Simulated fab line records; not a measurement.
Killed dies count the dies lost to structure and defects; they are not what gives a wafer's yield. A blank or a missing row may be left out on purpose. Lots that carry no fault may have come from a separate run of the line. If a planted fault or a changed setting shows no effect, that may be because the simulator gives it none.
Which tool did it? :: flow nandHarc :: 24 lots, 72 wafers sampled, at 1 step of a route of 1159

## WHAT THE GAUGES READ, wafer by wafer
NHARC_A_CONTACT_INSPECT_10. Usual: rawDefectCount reads 28 (standard deviation 13).
lot: L074
measured: day 17 02:04
on: defectInspect-02
rawDefectCount: 27 16 25
flag: 

lot: L075
measured: day 17 08:49
on: defectInspect-02
rawDefectCount: 7 11 10
flag: 

lot: L078
measured: day 17 10:59
on: defectInspect-01
rawDefectCount: 19 16 16
flag: 

lot: L076
measured: day 17 12:27
on: defectInspect-01
rawDefectCount: 34 39 24
flag: 

lot: L077
measured: day 17 15:30
on: defectInspect-01
rawDefectCount: 21 39 26
flag: 

lot: L080
measured: day 19 00:56
on: defectInspect-01
rawDefectCount: 36 35 36
flag: 

lot: L081
measured: day 19 01:59
on: defectInspect-01
rawDefectCount: 35 36 39
flag: 

lot: L082
measured: day 19 08:23
on: defectInspect-01
rawDefectCount: 12 13 8
flag: 

lot: L083
measured: day 19 10:38
on: defectInspect-01
rawDefectCount: 13 29 26
flag: 

lot: L079
measured: day 19 10:41
on: defectInspect-02
rawDefectCount: 5 9 8
flag: 

lot: L084
measured: day 19 12:32
on: defectInspect-02
rawDefectCount: 45 45 42
flag: 

lot: L087
measured: day 19 19:02
on: defectInspect-01
rawDefectCount: 35 25 23
flag: 

lot: L086
measured: day 19 20:11
on: defectInspect-01
rawDefectCount: 22 33 42
flag: 

lot: L085
measured: day 20 20:27
on: defectInspect-02
rawDefectCount: 24 25 37
flag: 

lot: L091
measured: day 21 02:03
on: defectInspect-01
rawDefectCount: 27 29 43
flag: 

lot: L088
measured: day 21 05:05
on: defectInspect-02
rawDefectCount: 31 33 26
flag: 

lot: L090
measured: day 21 10:31
on: defectInspect-01
rawDefectCount: 55 54 39
flag: 

lot: L089
measured: day 21 12:24
on: defectInspect-01
rawDefectCount: 10 30 20
flag: 

lot: L092
measured: day 21 20:17
on: defectInspect-02
rawDefectCount: 38 30 38
flag: 

lot: L093
measured: day 22 01:14
on: defectInspect-02
rawDefectCount: 42 31 43
flag: 

lot: L094
measured: day 22 14:28
on: defectInspect-02
rawDefectCount: 51 54 52
flag: 

lot: L095
measured: day 22 15:52
on: defectInspect-01
rawDefectCount: 14 25 20
flag: 

lot: L097
measured: day 22 20:05
on: defectInspect-01
rawDefectCount: 15 20 19
flag: 

lot: L096
measured: day 22 22:06
on: defectInspect-01
rawDefectCount: 34 29 44
flag: 

## WHICH TOOL RAN EACH LOT (tool, then ch and the chambers of the sampled wafers, then the start)
Before these readings, the record contains no process step.

## AS READ BY THE TOOLS THEMSELVES (means over the sampled wafers that have a number; for cases with no such wafer, the mark the record gives instead)
The record holds no such reading with a usual standard deviation.

## THE ANSWER, worked out from the rows above alone
Rule: a lot is off if the mean of its wafers that have a number lies more than 3 standard deviations from the usual mean. A lot without any number at a reading at which 4 lots or more have one is off too. Where the step has rows for the other lots, those lots are counted as sound. After the gauges, taken in route order, come the tools' own readings; for these a lot's mean is taken, as printed above. At the first step where some lot is off, the reading lying furthest off is the one used; lots without a number count as furthest.
Across all readings shown, no lot is off: no conclusion can be drawn from this.

## WHAT THE SIMULATOR HAD INSERTED
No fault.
